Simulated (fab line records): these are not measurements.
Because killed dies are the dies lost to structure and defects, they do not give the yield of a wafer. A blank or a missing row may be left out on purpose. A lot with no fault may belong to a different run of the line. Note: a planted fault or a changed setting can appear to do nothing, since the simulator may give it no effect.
A struck lot beside a sound one + flow n5_finfet + 39 out of 1938 route steps
Sound: the wafers L144.1, L144.2, L144.3. Wafers L158.1, L158.6 were the ones struck. Last of all comes the cause.
At each step with rows: each side's tool, then ch and its chambers, then its first start. Under that, the readings that differ: sound wafers + struck wafers + difference of the means + sigmas: that difference in standard deviations of wafers without a fault.
alike: readings whose means differ by less than 2 such deviations, and words and numbers that are the same on both sides. not compared: withheld readings, readings that some wafer has no value for, bounds like >300 that may hide the same value, and numbers for which the record gives no deviation and whose values overlap.
The two part at a step that has a row with sigmas, a row that says differs or no value, or rows on one side only. Numbers that have no deviation but don't overlap get no sigmas and don't part them. A reading that every wafer of one side lacks parts them only if that side has two wafers or more.

first, 12 steps without rows for these wafers: N5_SD_EPI_N_STRIP_36 (strips in N2/H2); N5_SD_EPI_N_ETCHBACK_44 (etches SiNx in CH3F/O2, stops on SiO2, target depth 14.5 nm); N5_SD_EPI_N_ETCH_45 (etches SiOCN in CH3F/O2, target depth 6 nm); N5_SD_EPI_N_ETCH_16 (etches SiO2 in CHF3/O2, target depth 5 nm); N5_SD_EPI_N_STRIP_47 (strips in CHF3/O2); N5_SD_EPI_N_SD_RECESS_17 (chemistry HBr/Cl2/O2, target depth 41 nm, time 23.7 s, bt time 3 s); N5_SD_EPI_N_STRIP_38 (strips in N2/H2); N5_SD_EPI_N_WET_ETCH_43 (etches SiO2 in dHF, time 14 s, target depth 1.5 nm); N5_SD_EPI_N_STRIP_18 (strips in SPM, time 750 s); N5_SD_EPI_N_SRD_20 (time 30 s); N5_SD_EPI_N_PRECLEAN_48 (cleans in NF3:NH3, afs cycles 2, time 20 s, sublimation time 60 s); N5_SD_EPI_N_VAPOR_ETCH_50 (etches Si in HCl, time 54 s).
N5_SD_EPI_N_EPI_21: deposits Si:P, time 690 s.
  sound on epi_rpcvd-03 ch 0, day 4 10:55; struck on epi_rpcvd-03 ch 0, day 8 00:29
| reading                                   | sound          | struck        | difference | sigmas |
|-------------------------------------------|----------------|---------------|------------|--------|
| epi_growth_time_s (s)                     | 690 690 690    | 590.45 590.45 | -99.55     |        |
| model.Si-P_of_SD_EPI_N_EPI_21.thk_nm (nm) | 59.2 59.4 58.6 | 53.8 53.6     | -5.4       |        |
N5_SD_EPI_N_EPI_MEAS_23:
  sound on film_metro-02 at day 4 12:38; struck on film_metro-01 at day 8 02:12
| reading     | sound          | struck    | difference | sigmas |
|-------------|----------------|-----------|------------|--------|
| thk_nm (nm) | 59.4 59.9 58.3 | 53.9 54.8 | -4.9       | -4     |
then, 24 steps without rows for these wafers: N5_SD_EPI_N_PRECLEAN_24 (cleans in O3/DIW, time 60 s); N5_SD_EPI_N_SRD_25 (time 30 s); N5_SD_EPI_N_PRECLEAN_49 (cleans in NF3:NH3, afs cycles 1, time 20 s, sublimation time 60 s); N5_SD_EPI_N_LINER_46 (material SiNx, target thk 3 nm); N5_SD_EPI_P_COAT_34 (time 60 s, resist thk 350 nm); N5_SD_EPI_P_COAT_35 (time 60 s, resist thk 35 nm); N5_SD_EPI_P_COAT_03 (resist thk 150 nm); N5_SD_EPI_P_EBR_05; N5_SD_EPI_P_SOFTBAKE_04 (time 60 s); N5_SD_EPI_P_EXPOSE_06 (exposes mask SD P BLK, target cd 240 nm); N5_SD_EPI_P_PEB_07 (peb time 60 s); N5_SD_EPI_P_DEVELOP_08 (develop time 30 s); N5_SD_EPI_P_DESCUM_14 (chemistry O2, time 7.9 s); N5_SD_EPI_P_ETCH_36 (etches SiARC in CF4, target depth 45.5 nm, time 75.8 s); N5_SD_EPI_P_ETCH_37 (etches SOC in N2/H2, overetch 108 nm, time 486 s); N5_SD_EPI_P_STRIP_38 (strips in N2/H2); N5_SD_EPI_P_ETCHBACK_46 (etches SiNx in CH3F/O2, stops on SiO2, target depth 17.5 nm); N5_SD_EPI_P_ETCH_47 (etches SiOCN in CH3F/O2, target depth 25 nm); N5_SD_EPI_P_ETCH_16 (etches SiO2 in CHF3/O2, target depth 5 nm); N5_SD_EPI_P_STRIP_50 (strips in CHF3/O2); N5_SD_EPI_P_SD_RECESS_17 (chemistry HBr/Cl2/O2, target depth 39.1 nm, bt time 3 s); N5_SD_EPI_P_WET_ETCH_45 (etches SiO2 in dHF, time 10.7 s, target depth 2 nm, rinse time 30 s); N5_SD_EPI_P_STRIP_40 (strips in N2/H2); N5_SD_EPI_P_PRECLEAN_52 (cleans in O3/DIW, time 60 s).
N5_SD_EPI_P_PRECLEAN_24: cleans in O3/DIW, time 45 s.
  sound on wet_bench-05 ch 0,1,7, day 4 17:15; struck on wet_bench-05 ch 1,7, day 8 06:55
| reading                                   | sound          | struck    | difference | sigmas |
|-------------------------------------------|----------------|-----------|------------|--------|
| model.Si-P_of_SD_EPI_N_EPI_21.thk_nm (nm) | 58.4 58.6 57.8 | 53.2 52.8 | -5.3       |        |

## WHERE THEY PART
N5_SD_EPI_N_EPI_MEAS_23 only, going by this record.

WHY: what the simulator had put in
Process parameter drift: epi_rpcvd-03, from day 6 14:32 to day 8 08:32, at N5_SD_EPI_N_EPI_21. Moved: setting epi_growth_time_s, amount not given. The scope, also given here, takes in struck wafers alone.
